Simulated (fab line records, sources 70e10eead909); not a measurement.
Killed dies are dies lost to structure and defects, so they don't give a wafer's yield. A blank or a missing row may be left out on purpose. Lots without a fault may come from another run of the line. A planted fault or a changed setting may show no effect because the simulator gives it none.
fab line records | flow nand_harc | part 2 of 2: steps 5 to 6 of 6
record lots=24 wafers=72 last_day=34
route steps=1302 shown A_STAIRCASE@700
lots that met no fault: from a run of the same line without faults
start_h: hours from the record's first day to the start of the lot's first wafer shown | wait_h: hours since the lot's step before | " the same as in the row above | L1.1+2: a row that stands for several wafers | - no value, or no start given | * or withheld: withheld | < > ~ a bound
route shown NAME@n: a module of which the file shows steps, and the number in the route of the first | usual: mean/standard deviation of fault-free wafers | same: alike in all rows | chamber/n: place in a boat | sites: the reading at each site | _std_site: their standard deviation | _edge_site: outer sites' mean less inner sites' | radius_mm: how far each site lies from the wafer's centre | mask NAME#n: copy n | behind: the tool/chamber that last shaped the wafer | hold: why the lot was held/for how many hours/how that ended | device: the transistor (n, p or np) that didn't switch | end of line: the same wafers' tests at the end of the route | a step without rows: its recipe alone | killed: dies lost to structure and defects at the first sort, not the wafer's yield | map: a wafer's dies, x killed, . not, _ none there
set.NAME: the setting as run; set.NAME@STEP: as run at that earlier step | model.NAME: the simulator's own value behind a step, which no gauge read
steps of the route over a sample of lots; a table a step, a row a wafer
services: from which hour (start_h, from the record's first day; less than 0 if before it) a tool's chamber was out of use, for how many hours, and why
## steps
# step NHARC_A_STAIRCASE_DESCUM_270
# recipe time_s=3 o2_flow_sccm=200 ar_flow_sccm=0 bias_power_w=0 chemistry=O2
# usual drypump_motor_current_A=5.7/0.34 oes_product_au=0.998/0.015 rf_vpp_V=57.8/0.94 showerhead_plenum_p_Torr=1.91/0.092 throttle_valve_pct=11.311/0.0088
# columns lot.wafer tool chamber start_h wait_h drypump_motor_current_A oes_product_au rf_hours_counter_h rf_vpp_V showerhead_plenum_p_Torr throttle_valve_pct
L074.3 rie_diel-04 2 380.07 - 5.6 0.997 3 57.2 1.78 11.305
L074.1 " 0 " " 5.7 1.030 2 58.7 2.03 11.314
L074.6 " 2 " " 5.6 0.996 - 57.6 1.78 11.313
L075.2 rie_diel-04 0 391.02 - 5.7 1.015 8 57.7 2.03 11.307
L075.1 " 2 " " 5.5 0.993 7 58.4 1.78 11.319
L075.5 " 0 " " 5.7 1.019 - 59.2 2.03 11.323
L076.3 rie_diel-04 3 396.44 - 6.2 1.005 8 56.0 1.82 11.315
L076.2 " 2 " " 5.6 0.988 9 57.5 1.78 11.322
L076.5 " 0 " " 5.7 1.037 - 58.4 2.03 11.298
L077.1 rie_diel-09 2 398.43 - 6.2 1.011 22 57.9 1.98 11.287
L077.2 " 3 " " 5.4 1.012 24 57.4 1.86 11.306
L077.3 " 1 " " 5.9 0.996 19 56.8 1.84 11.318
L078.2 rie_diel-09 0 418.85 - 6.1 0.983 34 59.2 2.05 11.315
L078.4 " 2 " " 6.2 0.993 30 58.2 1.98 11.328
L078.6 " 0 " " 6.0 0.986 - 58.4 2.05 11.299
L079.3 rie_diel-09 1 424.51 - 5.9 1.003 28 56.5 1.84 11.300
L079.6 " 1 " " 5.9 0.995 - 60.4 1.84 11.314
L079.5 " 2 " " 6.2 1.000 - 57.8 1.98 11.318
L080.3 rie_diel-04 1 434.26 - 5.4 0.994 15 57.6 1.89 11.326
L080.1 " 3 " " 6.2 1.002 18 56.8 1.82 11.302
L080.6 " 2 " " 5.6 0.985 - 57.1 1.78 11.311
L081.2 rie_diel-09 2 450.86 - 6.2 0.984 43 57.7 1.98 11.313
L081.5 " 0 " " 6.0 0.984 - 58.4 2.05 11.332
L081.4 " 3 " " 5.4 0.995 - 57.5 1.86 11.312
L083.1 rie_diel-04 1 453.78 - 5.4 0.986 21 56.7 1.88 11.311
L083.3 " 2 " " 5.6 0.990 26 56.7 1.78 11.311
L083.4 " 3 " " 6.2 1.006 25 55.8 1.81 11.312
L082.2 rie_diel-13 0 457.62 - 5.6 1.001 38 57.6 1.91 11.310
L082.4 " 2 " " 5.2 1.011 33 59.1 1.98 11.301
L082.6 " 0 " " 5.6 1.001 - 57.9 1.91 11.327
L084.3 rie_diel-09 3 466.54 - 5.3 0.997 49 57.8 1.86 11.306
L084.5 " 3 " " 5.4 0.992 - 58.7 1.86 11.310
L084.6 " 0 " " 6.0 0.982 - 59.0 2.04 11.303
L086.1 rie_diel-04 2 483.33 - 5.6 1.002 37 57.0 1.77 11.314
L086.5 " 0 " " 5.7 1.017 - 58.8 2.02 11.313
L086.6 " 1 " " 5.4 0.996 - 58.7 1.88 11.307
L085.1 rie_diel-09 3 484.74 - 5.4 0.994 56 58.6 1.85 11.311
L085.5 " 3 " " 5.3 0.983 - 56.4 1.85 11.329
L085.6 " 0 " " 6.0 0.987 - 59.5 2.04 11.306
L087.1 rie_diel-13 2 494.02 - 5.2 1.006 43 58.1 1.98 11.296
L087.3 " 0 " " 5.6 1.009 51 57.9 1.90 11.311
L087.6 " 2 " " 5.2 0.996 - 59.0 1.98 11.309
L089.3 rie_diel-13 2 512.60 - 5.2 1.013 48 58.7 1.98 11.305
L089.6 " 3 " " 5.2 0.983 - 57.1 2.02 11.318
L089.5 " 0 " " 5.6 1.019 - 57.8 1.90 11.312
L088.4 rie_diel-09 3 514.41 - 5.4 1.028 1 58.5 1.85 11.307
L088.5 " 2 " " 6.2 0.965 - 58.3 1.97 11.322
L088.6 " 3 " " 5.4 1.019 - 58.8 1.85 11.317
L090.4 rie_diel-09 1 537.19 - 5.9 0.978 9 56.9 1.83 11.305
L090.2 " 2 " " 6.2 0.990 11 55.8 1.97 11.299
L090.3 " 0 " " 6.0 0.976 10 59.0 2.04 11.304
L091.3 rie_diel-13 3 538.24 - 5.2 0.985 2 59.1 2.02 11.320
L091.5 " 1 " " 5.9 0.996 - 56.8 1.79 11.302
L091.6 " 2 " " 5.2 1.025 - 58.4 1.97 11.320
L092.3 rie_diel-13 2 549.03 - 5.2 1.022 12 57.7 1.97 11.302
L092.5 " 1 " " 5.8 0.980 - 57.4 1.79 11.308
L092.6 " 2 " " 5.2 1.032 - 57.8 1.97 11.311
L093.3 rie_diel-09 1 565.57 - 5.9 0.988 18 58.3 1.83 11.309
L093.1 " 2 " " 6.2 0.977 19 57.1 1.96 11.310
L093.6 " 0 " " 6.0 0.983 - 58.3 2.03 11.303
L094.4 rie_diel-13 1 570.92 - 5.9 0.978 14 57.3 1.78 11.320
L094.2 " 2 " " 5.2 1.006 17 58.1 1.97 11.312
L094.6 " 2 " " 5.2 1.016 - 57.8 1.97 11.302
L095.3 rie_diel-13 1 578.49 - 5.9 0.984 17 56.2 1.78 11.306
L095.2 " 2 " " 5.2 1.008 20 57.4 1.97 11.322
L095.5 " 0 " " 5.6 1.016 - 58.9 1.89 11.303
L096.3 rie_diel-09 0 594.48 - 6.0 0.982 26 58.1 2.03 11.309
L096.1 " 1 " " 5.9 0.992 26 58.4 1.83 11.316
L096.2 " 3 " " 5.4 1.020 30 56.6 1.84 11.301
L097.4 rie_diel-04 2 604.58 - 5.6 1.000 23 57.4 2.07 11.323
L097.2 " 3 " " 6.2 1.010 22 58.9 1.80 11.309
L097.6 " 0 " " 5.7 1.025 - 56.5 2.01 11.313
# step NHARC_A_STAIRCASE_HM_DEP_459
# recipe target_thk_a=15000 temp_c=400 material=aC
# usual throttle_valve_pct=35.000/0.0095
# columns lot.wafer tool chamber start_h wait_h throttle_valve_pct
L074.1 acl_dep-03 0 383.59 0.3 35.004
L074.3 " 0 " " 35.004
L074.6 " 0 " " 35.000
L075.1 acl_dep-03 0 394.18 0.1 35.001
L075.2 " 0 " " 34.991
L075.5 " 0 " " 35.013
L076.2 acl_dep-03 0 401.44 2.0 35.002
L076.3 " 0 " " 35.001
L076.5 " 0 " " 34.989
L077.1 acl_dep-02 0 404.13 2.7 35.010
L077.2 " 0 " " 35.000
L077.3 " 0 " " 35.005
L078.2 acl_dep-01 0 423.94 2.1 35.004
L078.4 " 0 " " 35.000
L078.6 " 0 " " 34.988
L079.3 acl_dep-03 0 428.34 0.7 35.006
L079.5 " 0 " " 35.005
L079.6 " 0 " " 35.001
L080.1 acl_dep-03 0 445.37 8.1 34.998
L080.3 " 0 " " 35.005
L080.6 " 0 " " 34.992
L081.2 acl_dep-02 0 458.80 4.6 34.997
L081.4 " 0 " " 35.009
L081.5 " 0 " " 34.999
L083.1 acl_dep-03 0 462.14 2.4 34.996
L083.3 " 0 " " 35.003
L083.4 " 0 " " 34.993
L082.2 acl_dep-03 0 464.26 3.6 34.982
L082.4 " 0 " " 35.009
L082.6 " 0 " " 34.997
L084.3 acl_dep-02 0 473.72 4.1 34.973
L084.5 " 0 " " 35.011
L084.6 " 0 " " 35.003
L086.1 acl_dep-01 0 486.34 0.1 35.022
L086.5 " 0 487.57 1.3 34.998
L086.6 " 0 " " 34.998
L085.1 acl_dep-01 0 488.19 0.3 35.006
L085.5 " 0 489.41 1.5 34.998
L085.6 " 0 " " 35.005
L087.1 acl_dep-02 0 497.42 0.4 35.003
L087.3 " 0 " " 34.993
L087.6 " 0 " " 35.017
L089.3 acl_dep-02 0 518.80 0.7 35.006
L089.5 " 0 " " 35.003
L089.6 " 0 " " 34.985
L088.4 acl_dep-02 0 521.19 1.0 34.989
L088.5 " 0 " " 34.992
L088.6 " 0 " " 35.013
L090.2 acl_dep-02 0 540.58 0.4 34.995
L090.3 " 0 " " 34.988
L090.4 " 0 " " 35.000
L091.3 acl_dep-02 0 548.01 0.7 35.009
L091.5 " 0 " " 34.981
L091.6 " 0 " " 34.989
L092.3 acl_dep-02 0 552.65 0.7 35.010
L092.5 " 0 " " 35.002
L092.6 " 0 " " 35.015
L093.1 acl_dep-02 0 570.56 2.0 35.001
L093.3 " 0 " " 35.001
L093.6 " 0 " " 34.983
L094.2 acl_dep-02 0 575.25 1.4 35.002
L094.4 " 0 " " 35.006
L094.6 " 0 " " 35.000
L095.2 acl_dep-03 0 581.84 0.4 35.005
L095.3 " 0 " " 35.007
L095.5 " 0 " " 34.991
L096.1 acl_dep-03 0 597.56 0.1 34.999
L096.2 " 0 " " 34.995
L096.3 " 0 " " 35.016
L097.2 acl_dep-03 0 607.89 0.4 35.000
L097.4 " 0 " " 34.971
L097.6 " 0 " " 34.999
## services
# columns tool chamber start_h hours kind
rie_diel-13 - 342.16 9.0 pm
rie_diel-04 2 347.03 6.0 repair
rie_diel-04 0 353.25 1.8 repair
rie_diel-04 3 353.40 8.5 repair
rie_diel-09 1 356.47 11.1 repair
rie_diel-04 - 357.14 9.0 pm
pecvd-03 - 366.00 13.0 pm
acl_dep-01 - 371.60 13.0 pm
pecvd-03 - 383.98 0.8 repair
rie_diel-13 2 384.14 13.5 repair
rie_diel-09 1 399.58 2.5 repair
acl_dep-02 - 428.78 13.0 pm
rie_diel-09 1 443.80 8.7 repair
pecvd-04 - 450.03 13.0 pm
pecvd-04 2 472.90 3.7 repair
acl_dep-03 - 485.61 13.0 pm
pecvd-01 - 492.10 13.0 pm
rie_diel-09 - 497.14 9.0 pm
rie_diel-13 - 519.23 9.0 pm
rie_diel-04 - 534.14 9.0 pm
rie_diel-13 0 543.73 4.0 repair
pecvd-03 - 547.00 13.0 pm
acl_dep-01 - 552.60 13.0 pm
pecvd-04 1 576.16 2.4 repair
